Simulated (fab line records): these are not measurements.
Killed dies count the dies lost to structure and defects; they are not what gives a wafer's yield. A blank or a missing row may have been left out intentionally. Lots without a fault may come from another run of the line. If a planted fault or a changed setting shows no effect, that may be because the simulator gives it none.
fab line records    flow n5-finfet
record: lots: 7  wafers: 21
route steps=1938 shown BEOL_M13@1706 BEOL_M14@1770 BEOL_M15@1800 PASSIVATION@1901
start-h: hours from the record's first day to the start of the lot's first wafer shown    wait-h: hours since the lot's step before    " as in the row above    L1.1+2: a single row standing in for several wafers    - no value present, or no start provided    * or withheld: withheld    < > ~ a bound
route shown NAME@n: a module of which the file shows steps, and the number in the route of the first    usual: the fault-free wafers' mean and standard deviation    same: alike in all rows    chamber/n: place in a boat    sites: the reading at each site    _std_site: standard deviation of those values    _edge_site: outer sites' mean less inner sites'    radius-mm: for every site, how far away it sits from the centre of the wafer    mask NAME#n: copy n    behind: the most recent tool/chamber to have shaped the wafer    hold: cause of the lot's hold/its duration in hours/its outcome    device: the n, p or np transistor that did not switch    end of line: tests of these same wafers at the route's end    step lacking rows: just its recipe    killed: the dies lost at the first sort to structure and to defects; this is not the yield of the wafer    map: a wafer's dies, marking killed ones x, the rest . and places with no die _
set.NAME: the run value of the setting; set.NAME@STEP: its run value at that earlier step    model.NAME: the simulator's own value behind a step, which no gauge read
lots whose settings were changed on purpose; a table a step, a row a wafer
== steps ==
step: N5_BEOL_M13_SPUTTER_44
recipe: material: Ta  target-thk-a: 100  temp-c: 50  bias-v: 80  power-w: 15000  chamber-pressure-pa: 0.07  time-s: 16.13
lot.wafer   tool            chamber  start-h  wait-h  set.power-w  model.Ta_of_BEOL_M13_SPUTTER_44.thk-nm
L076.1      pvd-sputter-02  -        261.92   0.0     15000        9.8
L076.4      "               -        "        "       15000        10
L076.6      "               -        "        "       15000        9.6
L079.2+3    pvd-sputter-02  -        270.50   0.0     15000        9.8
L079.6      "               -        "        "       15000        10
L081.3+5    pvd-sputter-01  -        285.05   0.0     15000        9.8
L081.4      "               -        "        "       14290        9.4
L083.1      pvd-sputter-01  -        292.03   0.0     15000        9.8
L083.3+6    "               -        "        "       15000        10
L086.1      pvd-sputter-01  -        324.55   0.0     15000        10
L086.2+3    "               -        "        "       15000        10.2
L088.4+5+6  pvd-sputter-02  -        329.41   0.0     15000        10
L089.1      pvd-sputter-01  -        341.75   0.0     16900        11.4
L089.2      "               -        "        "       15000        10.2
L089.6      "               -        "        "       15000        10
step: N5_BEOL_M13_SPUTTER_45
recipe: material: Cu  target-thk-a: 800  temp-c: -20  bias-v: 60  power-w: 26000  chamber-pressure-pa: 0.13  time-s: 13.33
step: N5_BEOL_M13_ECD_47
recipe: material: Cu  target-thk-a: 9360
step: N5_BEOL_M13_ANNEAL_48
recipe: temp-c: 225  time-s: 90  ambient: N2
step: N5_BEOL_M13_CMP_49
recipe: stop-on: SiOC  t-overpolish-s: 17.1  down-force-psi: 1  platen-rpm: 50  clearing-platen-down-force-psi: 1.5  clearing-platen-rpm: 50  post-cmp-clean: cu-alkaline  target-thk-nm: 420  clearing-platen-pad-velocity-m-s: 0.99484  pad-velocity-m-s: 0.99484
lot.wafer  tool    chamber  start-h  wait-h  set.time-s@BEOL_M13_TRENCH_ETCH_34  model.Cu_of_BEOL_M13_ECD_47.thk-nm
L076.4     cmp-01  2        262.65   0.2     135.3                               349.2
L076.1     "       3        "        "       135.3                               357.4
L076.6     "       0        "        "       162.6                               415
L079.2     cmp-01  1        271.94   0.2     162.6                               421.4
L079.3     "       2        "        "       162.6                               421.2
L079.6     "       2        "        "       162.6                               424.8
L081.4     cmp-03  3        285.70   0.1     162.6                               411
L081.3     "       2        "        "       162.6                               431
L081.5     "       0        "        "       197.8                               524.8
L083.1     cmp-01  3        292.75   0.3     162.6                               419
L083.3     "       0        "        "       187.2                               483.2
L083.6     "       3        "        "       187.2                               480.2
L086.1     cmp-03  1        325.22   0.3     162.6                               412.4
L086.2     "       3        "        "       162.6                               419.8
L086.3     "       0        "        "       162.6                               417.4
L088.4     cmp-03  0        330.06   0.1     162.6                               419.8
L088.5     "       0        "        "       162.6                               419.6
L088.6     "       1        "        "       162.6                               414.4
L089.2     cmp-01  3        342.56   0.4     162.6                               419
L089.1     "       0        "        "       162.6                               420.4
L089.6     "       3        "        "       134.3                               347.8
step: N5_BEOL_M13_THK_MEAS_50
recipe: thk-meas-gauge: xrf  reads: Cu_of_BEOL_M13_ECD_47
usual: M13_THK: 424/6.5
lot.wafer  tool           chamber  start-h  wait-h  set.time-s@BEOL_M13_TRENCH_ETCH_34  M13_THK[nm]
L076.1     film-metro-01  -        262.87   -       135.3                               363
L076.4     "              -        "        "       135.3                               356
L076.6     "              -        "        "       162.6                               423
L079.2     film-metro-02  -        272.24   -       162.6                               423
L079.3     "              -        "        "       162.6                               424
L079.6     "              -        "        "       162.6                               429
L081.3     film-metro-02  -        286.00   -       162.6                               433
L081.4     "              -        "        "       162.6                               410
L081.5     "              -        "        "       197.8                               525
L083.1     film-metro-01  -        293.00   -       162.6                               431
L083.3     "              -        "        "       187.2                               495
L083.6     "              -        "        "       187.2                               491
L086.1     film-metro-01  -        325.52   -       162.6                               423
L086.2     "              -        "        "       162.6                               431
L086.3     "              -        "        "       162.6                               428
L088.4     film-metro-02  -        330.36   -       162.6                               426
L088.5     "              -        "        "       162.6                               426
L088.6     "              -        "        "       162.6                               419
L089.1     film-metro-02  -        342.85   -       162.6                               427
L089.2     "              -        "        "       162.6                               425
L089.6     "              -        "        "       134.3                               352
step: N5_BEOL_M13_PRE_CLEAN_52
recipe: gas: NH3  time-s: 15  temp-c: withheld  rf-power-w: 300
step: N5_BEOL_M13_DEP_53
recipe: material: SiCN  target-thk-a: 500  temp-c: withheld  precursor: 3MS/NH3  pressure-torr: 3  rf-w: 675  time-s: 17.8
step: N5_BEOL_M13_RS_MEAS_54
recipe: thk-meas-gauge: four-point-probe  reads: Cu_of_BEOL_M13_ECD_47+Ta_of_BEOL_M13_SPUTTER_44+TaN_of_BEOL_M13_SPUTTER_43
usual: M13_RS: 0.0453/0.00058
lot.wafer  tool           chamber  start-h  wait-h  set.time-s@BEOL_M13_TRENCH_ETCH_34  M13_RS[ohm/sq]
L076.1     film-metro-02  -        263.00   0.0     135.3                               0.0530
L076.4     "              -        "        "       135.3                               0.0542
L076.6     "              -        "        "       162.6                               0.0454
L079.2     film-metro-02  -        272.37   0.1     162.6                               0.0447
L079.3     "              -        "        "       162.6                               0.0447
L079.6     "              -        "        "       162.6                               0.0444
L081.3     film-metro-02  -        286.13   0.1     162.6                               0.0437
L081.4     "              -        "        "       162.6                               0.0460
L081.5     "              -        "        "       197.8                               0.0356
L083.1     film-metro-01  -        293.13   0.0     162.6                               0.0452
L083.3     "              -        "        "       187.2                               0.0390
L083.6     "              -        "        "       187.2                               0.0393
L086.1     film-metro-01  -        325.65   0.0     162.6                               0.0458
L086.2     "              -        "        "       162.6                               0.0452
L086.3     "              -        "        "       162.6                               0.0454
L088.4     film-metro-01  -        330.49   0.0     162.6                               0.0450
L088.5     "              -        "        "       162.6                               0.0451
L088.6     "              -        "        "       162.6                               0.0457
L089.1     film-metro-02  -        342.98   0.0     162.6                               0.0448
L089.2     "              -        "        "       162.6                               0.0450
L089.6     "              -        "        "       134.3                               0.0545
step: N5_BEOL_M14_DEP_53
recipe: material: SiCN  target-thk-a: 500  temp-c: withheld  precursor: 3MS/NH3  pressure-torr: 3  rf-w: 675  time-s: 17.8
lot.wafer   tool      chamber  start-h  wait-h  set.time-s  model.SiCN_of_BEOL_M14_DEP_53.thk-nm
L076.1      pecvd-03  1        267.70   0.0     17.8        48.8
L076.4      "         2        "        "       17.8        50.2
L076.6      "         0        "        "       17.8        50.6
L079.2+3+6  pecvd-02  0,1,0    279.63   0.0     19.14       53.8
L081.3      pecvd-02  0        294.55   0.0     20.41       57.4
L081.4      "         1        "        "       17.8        51
L081.5      "         0        "        "       17.8        50.4
L083.1      pecvd-03  0        297.50   0.0     17.8        50.2
L083.3      "         2        "        "       17.8        49.2
L083.6      "         2        "        "       15.51       44
L086.1      pecvd-04  0        330.13   0.0     17.8        49.4
L086.2      "         2        "        "       17.8        49
L086.3      "         1        "        "       17.8        51
L088.4      pecvd-03  1        337.43   0.0     17.8        50.2
L088.5      "         0        "        "       17.8        50.4
L088.6      "         2        "        "       17.8        49.2
L089.1      pecvd-03  2        347.54   0.0     17.8        49.4
L089.2      "         0        "        "       16.78       47.2
L089.6      "         2        "        "       16.78       47
step: N5_BEOL_M15_EXPOSE_25
recipe: mask-id: M15  na: 0.8  source-shape: annular  sigma-inner: 0.5  sigma-outer: 0.8  polarization: unpolarized  target-cd-nm: 400  dose-mj: 35.5
lot.wafer   tool            chamber  start-h  wait-h  mask   set.dose-mj
L076.1+6    krf-scanner-01  0        269.79   -       M15#0  37.16
L076.4      "               0        "        "       M15#0  35.5
L079.2      krf-scanner-01  0        282.03   -       M15#0  35.5
L079.3+6    "               0        "        "       M15#0  34.61
L081.3+4+5  krf-scanner-02  0        296.79   -       M15#0  35.5
L083.1      krf-scanner-02  0        300.05   -       M15#0  34.12
L083.3+6    "               0        "        "       M15#0  35.5
L086.1      krf-scanner-01  0        332.79   -       M15#0  37.31
L086.2+3    "               0        "        "       M15#0  35.5
L088.4+5+6  krf-scanner-02  0        339.66   -       M15#0  35.5
L089.1+2+6  krf-scanner-01  0        350.10   -       M15#0  35.5
step: N5_BEOL_M15_PEB_26
recipe: peb-temp-c: 130  peb-time-s: 90
step: N5_BEOL_M15_DEVELOP_27
recipe: develop-time-s: 45  rinse-liquid: diw  dry: air-spin  dev-temp-c: 21
step: N5_BEOL_M15_HARDBAKE_32
recipe: temp-c: 130  time-s: 120
step: N5_BEOL_M15_CD_MEAS_28
recipe: target-cd-nm: 407.6  landing-energy-ev: 500  detector: se-inlens
usual: cd-nm: 408.2/1.7
lot.wafer  tool       chamber  start-h  wait-h  set.dose-mj@BEOL_M15_EXPOSE_25  cd-nm
L076.1     cd-sem-02  0        269.97   -       37.16                           416.7
L076.4     "          0        "        "       35.5                            407.6
L076.6     "          0        "        "       37.16                           415.0
L079.2     cd-sem-03  0        282.20   -       35.5                            407.3
L079.3     "          0        "        "       34.61                           403.2
L079.6     "          0        "        "       34.61                           404.1
L081.3     cd-sem-02  0        296.95   -       35.5                            411.7
L081.4     "          0        "        "       35.5                            412.7
L081.5     "          0        "        "       35.5                            411.5
L083.1     cd-sem-03  0        300.23   -       34.12                           401.2
L083.3     "          0        "        "       35.5                            407.4
L083.6     "          0        "        "       35.5                            407.3
L086.1     cd-sem-02  0        332.96   -       37.31                           414.6
L086.2     "          0        "        "       35.5                            407.2
L086.3     "          0        "        "       35.5                            407.2
L088.4     cd-sem-02  0        339.81   -       35.5                            409.0
L088.5     "          0        "        "       35.5                            408.2
L088.6     "          0        "        "       35.5                            408.1
L089.1     cd-sem-01  0        350.28   -       35.5                            408.1
L089.2     "          0        "        "       35.5                            408.8
L089.6     "          0        "        "       35.5                            408.7
step: N5_BEOL_M15_DESCUM_33
recipe: chemistry: O2  time-s: 7.9  source-power-w: 50  bias-power-w: 20  pressure-mtorr: 20  rf-frequency-hz: 2.712e+07  temp-c: 40  o2-flow-sccm: 225
lot.wafer  tool         chamber  start-h  wait-h  set.dose-mj@BEOL_M15_EXPOSE_25  model.BEOL_M15.cd-nm
L076.1     rie-diel-06  3        270.06   0.0     37.16                           416
L076.4     "            2        "        "       35.5                            407.4
L076.6     "            0        "        "       37.16                           415.2
L079.2     rie-diel-02  1        282.46   0.2     35.5                            407.4
L079.3     "            2        "        "       34.61                           403
L079.6     "            1        "        "       34.61                           404
L081.3     rie-diel-06  2        297.04   0.0     35.5                            411.8
L081.4     "            3        "        "       35.5                            412.8
L081.5     "            0        "        "       35.5                            411.6
L083.1     rie-diel-01  0        300.49   0.2     34.12                           401.4
L083.3     "            1        "        "       35.5                            407.2
L083.6     "            3        "        "       35.5                            407
L086.1     rie-diel-06  3        333.05   0.0     37.31                           414.6
L086.2     "            1        "        "       35.5                            407.2
L086.3     "            2        "        "       35.5                            407.6
L088.4     rie-diel-02  0        341.42   1.6     35.5                            408.8
L088.5     "            2        "        "       35.5                            407.6
L088.6     "            1        "        "       35.5                            408.2
L089.1     rie-diel-06  3        350.79   0.5     35.5                            407.6
L089.2     "            2        "        "       35.5                            408.8
L089.6     "            0        "        "       35.5                            408.6
step: N5_BEOL_M15_ETCH_61
recipe: chemistry: N2/H2  target: BARC  target-depth-a: 890  overetch-a: 267  time-s: 67.9  ion-energy-ev: 200  pressure-mtorr: 30  source-w: 840  bias-w: 150  n2-flow-sccm: 200  h2-flow-sccm: 200
lot.wafer  tool         chamber  start-h  wait-h  set.time-s  set.dose-mj@BEOL_M15_EXPOSE_25  model.coat_of_BEOL_M15_COAT_22.thk-nm  model.BEOL_M15.cd-nm
L076.1     rie-diel-06  3        270.09   0.0     57.08       37.16                           724                                    406.8
L076.4     "            2        "        "       57.08       35.5                            728.6                                  397.4
L076.6     "            0        "        "       67.9        37.16                           715.2                                  408.2
L079.2     rie-diel-02  1        282.50   0.0     67.9        35.5                            714.2                                  399.8
L079.3     "            2        "        "       67.9        34.61                           717.8                                  396.8
L079.6     "            1        "        "       67.9        34.61                           714.8                                  397.2
L081.3     rie-diel-06  2        297.07   0.0     76.71       35.5                            707.6                                  406
L081.4     "            3        "        "       67.9        35.5                            711.8                                  405.6
L081.5     "            0        "        "       76.71       35.5                            704.8                                  406.2
L083.1     rie-diel-01  0        300.52   0.0     58.33       34.12                           722.2                                  392
L083.3     "            1        "        "       67.9        35.5                            715.8                                  399
L083.6     "            3        "        "       58.33       35.5                            722.6                                  397.6
L086.1     rie-diel-06  3        333.09   0.0     67.9        37.31                           717                                    406.8
L086.2     "            1        "        "       61.94       35.5                            720.6                                  398
L086.3     "            2        "        "       67.9        35.5                            716.2                                  399.4
L088.4     rie-diel-02  0        341.46   0.0     67.9        35.5                            711.2                                  400.4
L088.5     "            2        "        "       67.9        35.5                            713.4                                  400.8
L088.6     "            1        "        "       67.9        35.5                            714.4                                  401.6
L089.1     rie-diel-06  3        350.82   0.0     67.9        35.5                            711.4                                  401.2
L089.2     "            2        "        "       67.9        35.5                            716.8                                  401.2
L089.6     "            0        "        "       67.9        35.5                            715                                    401.4
step: N5_BEOL_M15_TRENCH_ETCH_34
recipe: chemistry: C4F8/O2/Ar  target: SiO2  target-depth-a: 8729.3  he-inner-torr: 15  he-outer-torr: 30  time-s: 199  ion-energy-ev: 800  pressure-mtorr: 20  source-w: 1905  bias-w: 2040  Ar_flow_sccm: 400  C4F8_flow_sccm: 16  O2_flow_sccm: 12
lot.wafer  tool         chamber  start-h  wait-h  set.dose-mj@BEOL_M15_EXPOSE_25  model.BEOL_M15.cd-nm
L076.1     rie-diel-06  3        270.14   0.0     37.16                           407.2
L076.4     "            2        "        "       35.5                            396.8
L076.6     "            0        "        "       37.16                           408.8
L079.2     rie-diel-02  1        282.55   0.0     35.5                            401
L079.3     "            2        "        "       34.61                           397.2
L079.6     "            1        "        "       34.61                           398
L081.3     rie-diel-06  2        297.12   0.0     35.5                            405.4
L081.4     "            3        "        "       35.5                            406
L081.5     "            0        "        "       35.5                            407.2
L083.1     rie-diel-01  0        300.57   0.0     34.12                           392
L083.3     "            1        "        "       35.5                            399
L083.6     "            3        "        "       35.5                            397.6
L086.1     rie-diel-06  3        333.14   0.0     37.31                           407.2
L086.2     "            1        "        "       35.5                            397.6
L086.3     "            2        "        "       35.5                            398.6
L088.4     rie-diel-02  0        341.56   0.1     35.5                            399.8
L088.5     "            2        "        "       35.5                            401
L088.6     "            1        "        "       35.5                            402.4
L089.1+6   rie-diel-06  3,0      350.87   0.0     35.5                            401.6
L089.2     "            2        "        "       35.5                            401
step: N5_PASSIVATION_EXPOSE_27
recipe: mask-id: PAD  na: 0.55  source-shape: conventional  sigma-outer: 0.8  polarization: unpolarized  defocus-nm: 0  dose-mj: 32.3
lot.wafer   tool            chamber  start-h  wait-h  mask   set.dose-mj
L076.1      krf-scanner-02  0        282.39   -       PAD#0  32.3
L076.4+6    "               0        "        "       PAD#0  30.45
L079.2+3+6  krf-scanner-01  0        297.76   -       PAD#0  32.3
L081.3      krf-scanner-01  0        308.15   -       PAD#0  32.3
L081.4+5    "               0        "        "       PAD#0  30.5
L083.1+6    krf-scanner-01  0        313.79   -       PAD#0  29.89
L083.3      "               0        "        "       PAD#0  32.3
L086.1+2    krf-scanner-01  0        346.40   -       PAD#0  31.16
L086.3      "               0        "        "       PAD#0  32.3
L088.4+5+6  krf-scanner-02  0        351.28   -       PAD#0  32.3
L089.1+2+6  krf-scanner-02  0        368.22   -       PAD#0  32.3
step: N5_PASSIVATION_PEB_28
recipe: peb-temp-c: withheld  peb-time-s: *
lot.wafer   tool            chamber  start-h  wait-h  set.peb-time-s
L076.1      litho-track-04  0        282.44   0.1     *
L076.4+6    "               0        "        "       *
L079.2+3+6  litho-track-04  0        297.81   0.0     *
L081.3      litho-track-05  0        308.19   0.0     *
L081.4+5    "               0        "        "       *
L083.1+3+6  litho-track-03  0        313.85   0.1     *
L086.1+2    litho-track-05  0        346.46   0.1     *
L086.3      "               0        "        "       *
L088.4+5+6  litho-track-03  0        351.32   0.0     *
L089.1      litho-track-05  0        368.28   0.1     *
L089.2+6    "               0        "        "       *
step: N5_PASSIVATION_DEVELOP_29
recipe: develop-time-s: 60  rinse-liquid: diw  dry: air-spin  dev-temp-c: 21
step: N5_PASSIVATION_HARDBAKE_31
recipe: temp-c: 130  time-s: 120
step: N5_PASSIVATION_CD_MEAS_30
recipe: target-cd-nm: 4000  landing-energy-ev: 500  detector: se-inlens  polarity: opening
usual: cd-nm: 4000.7/2.3
lot.wafer  tool       chamber  start-h  wait-h  set.dose-mj@PASSIVATION_EXPOSE_27  cd-nm
L076.1     cd-sem-01  0        282.56   -       32.3                               4001.2
L076.4     "          0        "        "       30.45                              3994.9
L076.6     "          0        "        "       30.45                              3995.0
L079.2     cd-sem-01  0        297.93   -       32.3                               4000.6
L079.3     "          0        "        "       32.3                               4001.8
L079.6     "          0        "        "       32.3                               3997.6
L081.3     cd-sem-03  0        308.32   -       32.3                               4000.1
L081.4     "          0        "        "       30.5                               3987.1
L081.5     "          0        "        "       30.5                               3992.0
L083.1     cd-sem-03  0        313.97   -       29.89                              3980.8
L083.3     "          0        "        "       32.3                               3993.4
L083.6     "          0        "        "       29.89                              3980.5
L086.1     cd-sem-03  0        346.58   -       31.16                              3993.7
L086.2     "          0        "        "       31.16                              3997.6
L086.3     "          0        "        "       32.3                               4004.0
L088.4     cd-sem-02  0        351.45   -       32.3                               3997.2
L088.5     "          0        "        "       32.3                               3998.7
L088.6     "          0        "        "       32.3                               3999.3
L089.1     cd-sem-01  0        368.40   -       32.3                               3999.6
L089.2     "          0        "        "       32.3                               3993.4
L089.6     "          0        "        "       32.3                               3996.3
== key ==
split: step: N5_BEOL_M13_SPUTTER_44  setting: power-w  stated: 15000  by: wafer
response: step: N5_BEOL_M13_SPUTTER_44  reading: model.Ta_of_BEOL_M13_SPUTTER_44.thk-nm  change: +0.1  per: 1%  r: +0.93
split: step: N5_BEOL_M14_DEP_53  setting: time-s  stated: 17.8  by: wafer
response: step: N5_BEOL_M14_DEP_53  reading: model.SiCN_of_BEOL_M14_DEP_53.thk-nm  change: +0.447  per: 1%  r: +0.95
split: step: N5_BEOL_M15_EXPOSE_25  setting: dose-mj  stated: 35.5  by: wafer
response: step: N5_BEOL_M15_CD_MEAS_28  reading: cd-nm  change: +1.58  per: 1%  r: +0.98
response: step: N5_BEOL_M15_DESCUM_33  reading: model.BEOL_M15.cd-nm  change: +1.54  per: 1%  r: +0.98
response: step: N5_BEOL_M15_ETCH_61  reading: model.BEOL_M15.cd-nm  change: +1.73  per: 1%  r: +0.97
response: step: N5_BEOL_M15_TRENCH_ETCH_34  reading: model.BEOL_M15.cd-nm  change: +1.9  per: 1%  r: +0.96
split: step: N5_BEOL_M15_ETCH_61  setting: time-s  stated: 67.9  by: wafer
response: step: N5_BEOL_M15_ETCH_61  reading: model.coat_of_BEOL_M15_COAT_22.thk-nm  change: -0.541  per: 1%  r: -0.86
split: step: N5_PASSIVATION_EXPOSE_27  setting: dose-mj  stated: 32.3  by: wafer
response: step: N5_PASSIVATION_CD_MEAS_30  reading: cd-nm  change: +1.66  per: 1%  r: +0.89
split: step: N5_PASSIVATION_PEB_28  setting: peb-time-s  stated: *  by: wafer
response none clear
split outside-this-file step=N5_BEOL_M13_TRENCH_ETCH_34 setting=time-s
split outside-this-file: this setting was split too, and the file shows its column; the key of that split is in another file
